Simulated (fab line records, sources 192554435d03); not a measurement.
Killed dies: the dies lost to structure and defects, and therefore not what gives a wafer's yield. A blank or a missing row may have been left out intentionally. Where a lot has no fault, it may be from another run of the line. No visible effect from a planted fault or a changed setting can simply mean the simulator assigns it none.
Which tool was responsible?	flow n5-finfet	Sampling: 24 lots, 72 wafers, 5 of 1938 route steps

## WHAT THE GAUGES READ, wafer by wafer
N5_FIN_SAQP_CD_MEAS_31 targets a cd of 8 nm. Usual: cd-nm reads 8.11 nm (standard deviation 0.23).
lot	measured	on	cd-nm (nm)	flag
L074	day 2 01:18	cd-sem-02	8.24 7.94 8.23	
L075	day 2 08:07	cd-sem-03	7.91 7.72 8.55	
L076	day 2 13:42	cd-sem-01	7.73 7.97 8.41	
L077	day 2 19:26	cd-sem-03	8.45 8.16 8.43	
L078	day 3 01:16	cd-sem-01	7.95 8.21 7.93	
L079	day 3 07:31	cd-sem-01	7.84 7.85 8.49	
L080	day 3 13:05	cd-sem-01	8.51 8.09 8.33	
L081	day 3 20:38	cd-sem-03	7.92 8.24 8.19	
L082	day 4 01:41	cd-sem-01	8.02 8.10 8.65	
L083	day 4 09:14	cd-sem-01	7.99 8.66 8.56	
L084	day 4 14:10	cd-sem-01	8.29 8.51 7.94	
L085	day 4 21:31	cd-sem-02	8.31 8.36 7.94	
L086	day 5 04:52	cd-sem-01	8.12 8.08 8.38	
L087	day 5 09:55	cd-sem-02	7.85 7.66 8.45	
L088	day 5 14:13	cd-sem-03	7.64 7.78 7.97	
L089	day 5 19:25	cd-sem-03	8.27 7.94 8.52	
L090	day 6 01:55	cd-sem-02	8.00 7.67 8.23	
L091	day 6 07:58	cd-sem-02	8.38 8.00 7.86	
L092	day 6 14:58	cd-sem-01	7.64 7.95 8.18	
L093	day 6 21:42	cd-sem-03	7.96 8.31 8.60	
L094	day 7 02:09	cd-sem-03	8.22 8.13 8.18	
L095	day 7 07:26	cd-sem-03	8.22 7.97 7.99	
L096	day 7 13:54	cd-sem-02	8.11 8.11 8.02	
L097	day 7 19:10	cd-sem-02	8.10 8.27 8.09	

## WHAT TOOL EACH LOT RAN ON (gives the tool, then ch and the chambers of the sampled wafers, and finally the start)
lot	N5_PMOS_HMC_CHANNEL_EPI_ETCH_32	N5_FIN_SAQP_PECVD_06	N5_FIN_SAQP_ETCH_69	N5_FIN_SAQP_MANDREL2_REMOVE_60
L074	rie-diel-05 ch 1,2,3, day 1 17:37	pecvd-04 ch 1,2, day 1 21:04	rie-diel-06 ch 1,3, day 2 00:26	rie-si-06 ch 0,1,2, day 2 01:11
L075	rie-diel-02 ch 0,2,3, day 2 00:00	pecvd-01 ch 1,2, day 2 03:37	rie-diel-06 ch 0,1,3, day 2 07:17	rie-si-06 ch 0,1,3, day 2 08:00
L076	rie-diel-02 ch 2,3, day 2 05:59	pecvd-02 ch 0,1, day 2 09:27	rie-diel-03 ch 0,1,3, day 2 12:52	rie-si-06 ch 1,2, day 2 13:35
L077	rie-diel-01 ch 0,1,2, day 2 11:26	pecvd-02 ch 1,2, day 2 14:55	rie-diel-03 ch 1,2, day 2 18:35	rie-si-06 ch 0,1,3, day 2 19:19
L078	rie-diel-05 ch 0,2,3, day 2 17:12	pecvd-02 ch 0,1,2, day 2 20:43	rie-diel-04 ch 0,1,3, day 3 00:28	rie-si-02 ch 0,3, day 3 01:09
L079	rie-diel-02 ch 0,1, day 2 23:22	pecvd-02 ch 0,2, day 3 02:53	rie-diel-04 ch 0,2, day 3 06:26	rie-si-06 ch 0,3, day 3 07:25
L080	rie-diel-02 ch 1,2, day 3 05:33	pecvd-04 ch 1,2, day 3 08:59	rie-diel-04 ch 0,1,3, day 3 12:16	rie-si-06 ch 0,1,2, day 3 12:59
L081	rie-diel-02 ch 1,2, day 3 11:08	pecvd-02 ch 0,2, day 3 15:14	rie-diel-04 ch 1,2, day 3 19:49	rie-si-05 ch 0,2,3, day 3 20:32
L082	rie-diel-01 ch 0,1,2, day 3 17:38	pecvd-01 ch 0,1, day 3 21:13	rie-diel-06 ch 1,2, day 4 00:51	rie-si-05 ch 0,1,2, day 4 01:34
L083	rie-diel-05 ch 0,2, day 3 23:48	pecvd-01 ch 0,1,2, day 4 03:50	rie-diel-04 ch 0,1,3, day 4 07:38	rie-si-05 ch 0,3, day 4 09:07
L084	rie-diel-01 ch 0,1,3, day 4 05:39	pecvd-04 ch 0,1, day 4 09:34	rie-diel-03 ch 1,2,3, day 4 13:20	rie-si-02 ch 1,2,3, day 4 14:04
L085	rie-diel-01 ch 0,2, day 4 11:42	pecvd-02 ch 0,1,2, day 4 15:33	rie-diel-06 ch 2,3, day 4 18:56	rie-si-05 ch 0,1,3, day 4 21:24
L086	rie-diel-01 ch 1,2,3, day 4 17:20	pecvd-01 ch 0,2, day 4 22:20	rie-diel-03 ch 1,2, day 5 02:22	rie-si-05 ch 0,2,3, day 5 04:44
L087	rie-diel-02 ch 0,1,2, day 5 00:12	pecvd-02 ch 0,1, day 5 05:19	rie-diel-03 ch 1,3, day 5 08:43	rie-si-05 ch 1,2,3, day 5 09:47
L088	rie-diel-01 ch 0,1,2, day 5 05:44	pecvd-04 ch 0,1, day 5 09:37	rie-diel-04 ch 0,2,3, day 5 13:14	rie-si-02 ch 0,3, day 5 14:05
L089	rie-diel-02 ch 1,2, day 5 11:21	pecvd-02 ch 0,1,2, day 5 14:49	rie-diel-06 ch 2,3, day 5 18:24	rie-si-05 ch 0,1,2, day 5 19:18
L090	rie-diel-05 ch 1,2,3, day 5 17:30	pecvd-02 ch 0,1,2, day 5 21:04	rie-diel-06 ch 1,2,3, day 6 00:52	rie-si-06 ch 0,1,2, day 6 01:47
L091	rie-diel-01 ch 0,2, day 5 23:28	pecvd-01 ch 0,1,2, day 6 03:22	rie-diel-04 ch 0,1,2, day 6 07:04	rie-si-02 ch 1,3, day 6 07:52
L092	rie-diel-02 ch 0,1,2, day 6 05:59	pecvd-02 ch 0,1,2, day 6 10:43	rie-diel-03 ch 1,2,3, day 6 14:08	rie-si-05 ch 0,1,3, day 6 14:51
L093	rie-diel-05 ch 1,2, day 6 12:16	pecvd-02 ch 0,1,2, day 6 16:54	rie-diel-04 ch 0,1, day 6 20:50	rie-si-05 ch 0,1, day 6 21:35
L094	rie-diel-02 ch 0,1,2, day 6 17:47	pecvd-01 ch 0,1,2, day 6 21:13	rie-diel-03 ch 0,2,3, day 7 01:19	rie-si-05 ch 0,2,3, day 7 02:02
L095	rie-diel-01 ch 1,2, day 6 23:21	pecvd-02 ch 0,2, day 7 02:47	rie-diel-06 ch 1,2,3, day 7 06:19	rie-si-02 ch 0,1, day 7 07:19
L096	rie-diel-05 ch 0,1,3, day 7 05:31	pecvd-01 ch 1,2, day 7 09:00	rie-diel-06 ch 1,2,3, day 7 13:04	rie-si-06 ch 0,1,3, day 7 13:47
L097	rie-diel-05 ch 1,2, day 7 11:14	pecvd-04 ch 1,2, day 7 14:50	rie-diel-03 ch 0,1, day 7 18:14	rie-si-06 ch 0,3, day 7 19:03
- N5_PMOS_HMC_CHANNEL_EPI_ETCH_32: etches BARC in N2/H2, stops on SiO2, target depth 85.8 nm, time 50.3 s.
- N5_FIN_SAQP_PECVD_06: deposits a-Si from SiH4/He, target thk 60 nm, time 48.1 s.
- N5_FIN_SAQP_ETCH_69: etches SOC in N2/H2, stops on SiNx, target depth 150 nm.
- N5_FIN_SAQP_MANDREL2_REMOVE_60: chemistry HBr/Cl2/O2, target a-Si, stops on SiNx, bt time 10 s.

## AS READ BY THE TOOLS THEMSELVES (means over the sampled wafers that have a number; for cases with no such wafer, the mark the record gives instead)
N5_PMOS_HMC_CHANNEL_EPI_ETCH_32. Usual: drypump-motor-current-A 5.9 A, standard deviation 0.33; oes-product-au 0.66 a.u., standard deviation 0.064; rf-vpp-V 525.0 V, standard deviation 1.5; showerhead-plenum-p-Torr 2.58 Torr, standard deviation 0.045; throttle-valve-pct 17.88 %, standard deviation 0.23.
lot	tool	drypump-motor-current-A (A)	oes-product-au (a.u.)	rf-vpp-V (V)	showerhead-plenum-p-Torr (Torr)	throttle-valve-pct (%)	flag
L074	rie-diel-05	5.8	0.66	526.1	2.62	17.79	
L075	rie-diel-02	5.8	0.67	525.3	2.59	17.82	
L076	rie-diel-02	6.1	0.63	525.5	2.59	17.94	
L077	rie-diel-01	5.9	0.61	525.3	2.60	17.87	
L078	rie-diel-05	5.9	0.73	525.3	2.62	17.83	
L079	rie-diel-02	5.8	0.70	524.7	2.58	17.91	
L080	rie-diel-02	6.4	0.64	524.2	2.57	18.13	
L081	rie-diel-02	6.4	0.63	524.0	2.57	18.16	
L082	rie-diel-01	5.9	0.61	525.1	2.60	17.89	
L083	rie-diel-05	5.9	0.77	525.2	2.60	17.86	
L084	rie-diel-01	6.0	0.64	523.9	2.54	17.86	
L085	rie-diel-01	6.0	0.60	526.7	2.62	17.87	
L086	rie-diel-01	5.7	0.64	523.8	2.54	18.02	
L087	rie-diel-02	6.0	0.66	524.7	2.58	18.04	
L088	rie-diel-01	5.9	0.60	525.8	2.59	17.91	
L089	rie-diel-02	6.3	0.61	524.8	2.58	18.16	
L090	rie-diel-05	5.8	0.70	525.6	2.61	17.69	
L091	rie-diel-01	5.8	0.60	525.9	2.62	18.03	
L092	rie-diel-02	6.0	0.64	526.1	2.58	18.06	
L093	rie-diel-05	5.8	0.75	525.4	2.59	17.52	
L094	rie-diel-02	6.0	0.65	524.7	2.57	18.07	
L095	rie-diel-01	5.6	0.59	525.6	2.59	18.07	
L096	rie-diel-05	6.0	0.71	526.9	2.60	17.77	
L097	rie-diel-05	5.6	0.73	524.9	2.59	17.65	

N5_FIN_SAQP_PECVD_06. Usual: heater-power-w 855 W, standard deviation 120; showerhead-plenum-p-Torr 5.65 Torr, standard deviation 0.038; showerhead-vpp-V 639 V, standard deviation 31; throttle-valve-pct 17.9 %, standard deviation 0.79.
lot	tool	heater-power-w (W)	showerhead-plenum-p-Torr (Torr)	showerhead-vpp-V (V)	throttle-valve-pct (%)	flag
L074	pecvd-04	973	5.60	594	17.3	
L075	pecvd-01	768	5.66	623	16.5	
L076	pecvd-02	843	5.66	668	18.5	
L077	pecvd-02	933	5.66	626	17.8	
L078	pecvd-02	915	5.66	646	18.0	
L079	pecvd-02	932	5.67	626	17.6	
L080	pecvd-04	942	5.62	602	17.5	
L081	pecvd-02	961	5.66	656	18.1	
L082	pecvd-01	718	5.59	650	18.6	
L083	pecvd-01	712	5.63	632	17.8	
L084	pecvd-04	920	5.66	637	18.1	
L085	pecvd-02	876	5.67	650	18.0	
L086	pecvd-01	757	5.67	632	17.2	
L087	pecvd-02	850	5.66	673	18.3	
L088	pecvd-04	913	5.67	632	18.0	
L089	pecvd-02	900	5.67	655	18.3	
L090	pecvd-02	893	5.67	655	18.2	
L091	pecvd-01	729	5.63	638	17.7	
L092	pecvd-02	884	5.66	656	18.1	
L093	pecvd-02	879	5.66	650	18.1	
L094	pecvd-01	758	5.62	637	17.7	
L095	pecvd-02	921	5.66	657	18.1	
L096	pecvd-01	748	5.66	624	16.8	
L097	pecvd-04	948	5.60	594	17.6	

N5_FIN_SAQP_ETCH_69. Usual: drypump-motor-current-A 5.6 A, standard deviation 0.37; oes-product-au 0.79 a.u., standard deviation 0.094; rf-vpp-V 241.2 V, standard deviation 1.4; showerhead-plenum-p-Torr 2.58 Torr, standard deviation 0.086; throttle-valve-pct 17.8 %, standard deviation 0.31.
lot	tool	drypump-motor-current-A (A)	oes-product-au (a.u.)	rf-vpp-V (V)	showerhead-plenum-p-Torr (Torr)	throttle-valve-pct (%)	flag
L074	rie-diel-06	5.7	0.79	240.4	2.53	18.0	
L075	rie-diel-06	5.8	0.77	241.8	2.56	17.8	
L076	rie-diel-03	5.4	0.70	241.3	2.55	18.1	
L077	rie-diel-03	5.6	0.72	239.7	2.49	17.8	
L078	rie-diel-04	5.5	0.76	242.7	2.65	17.8	
L079	rie-diel-04	5.5	0.92	243.6	2.68	17.8	
L080	rie-diel-04	5.6	0.75	241.5	2.65	17.8	
L081	rie-diel-04	5.7	0.85	241.0	2.61	17.5	
L082	rie-diel-06	5.1	0.83	240.5	2.48	18.0	
L083	rie-diel-04	5.6	0.86	242.3	2.64	17.7	
L084	rie-diel-03	5.6	0.79	240.9	2.62	17.9	
L085	rie-diel-06	5.5	0.80	241.1	2.53	18.0	
L086	rie-diel-03	5.6	0.78	241.7	2.58	17.7	
L087	rie-diel-03	5.6	0.69	241.3	2.55	18.0	
L088	rie-diel-04	5.5	0.89	241.9	2.64	17.5	
L089	rie-diel-06	5.5	0.79	241.0	2.53	18.0	
L090	rie-diel-06	5.6	0.77	240.4	2.52	18.1	
L091	rie-diel-04	5.6	0.80	241.7	2.64	17.8	
L092	rie-diel-03	5.7	0.77	242.1	2.61	17.9	
L093	rie-diel-04	5.7	0.72	241.5	2.64	18.0	
L094	rie-diel-03	5.5	0.82	241.9	2.61	17.8	
L095	rie-diel-06	5.6	0.76	239.9	2.52	18.1	
L096	rie-diel-06	5.6	0.76	239.3	2.52	18.1	
L097	rie-diel-03	5.3	0.81	238.8	2.49	17.8	

N5_FIN_SAQP_MANDREL2_REMOVE_60. Usual: drypump-motor-current-A 5.9 A, standard deviation 0.45; oes-product-au 1.008 a.u., standard deviation 0.016; throttle-valve-pct 36.89 %, standard deviation 0.24.
lot	tool	drypump-motor-current-A (A)	oes-product-au (a.u.)	throttle-valve-pct (%)	flag
L074	rie-si-06	5.9	1.003	36.95	
L075	rie-si-06	5.7	0.998	36.95	
L076	rie-si-06	6.2	1.001	36.78	
L077	rie-si-06	5.7	0.992	36.94	
L078	rie-si-02	6.3	1.008	36.72	
L079	rie-si-06	5.8	0.997	37.24	
L080	rie-si-06	5.9	0.998	36.95	
L081	rie-si-05	5.6	1.010	36.96	
L082	rie-si-05	5.8	1.020	36.89	
L083	rie-si-05	5.6	1.002	36.97	
L084	rie-si-02	6.2	1.017	36.67	
L085	rie-si-05	5.9	1.012	36.98	
L086	rie-si-05	5.6	1.007	36.97	
L087	rie-si-05	5.9	1.016	36.98	
L088	rie-si-02	6.3	1.006	36.72	
L089	rie-si-05	5.7	1.030	36.89	
L090	rie-si-06	6.0	1.004	36.94	
L091	rie-si-02	6.2	1.002	36.71	
L092	rie-si-05	5.9	1.015	36.99	
L093	rie-si-05	5.7	1.022	36.91	
L094	rie-si-05	5.6	1.003	36.97	
L095	rie-si-02	6.0	1.016	36.84	
L096	rie-si-06	5.7	1.000	36.94	
L097	rie-si-06	5.9	0.993	37.07	

## THE ANSWER, worked out from the rows above alone
Rule: a lot counts as off when the mean over its wafers that have a number is more than 3 standard deviations away from the usual mean. Also off: a lot with no number at a reading for which 4 or more lots have one. Where the step has rows for the other lots, those lots are counted as sound. Order of review: gauges by route order, followed by the tools' own readings, for which a lot's mean as printed above is used. The first step at which some lot is off is used, and at that step the reading that is off furthest; a lot without a number counts as furthest.
None of the lots is off at any reading shown; this tells nothing.

## WHAT THE SIMULATOR HAD INSERTED
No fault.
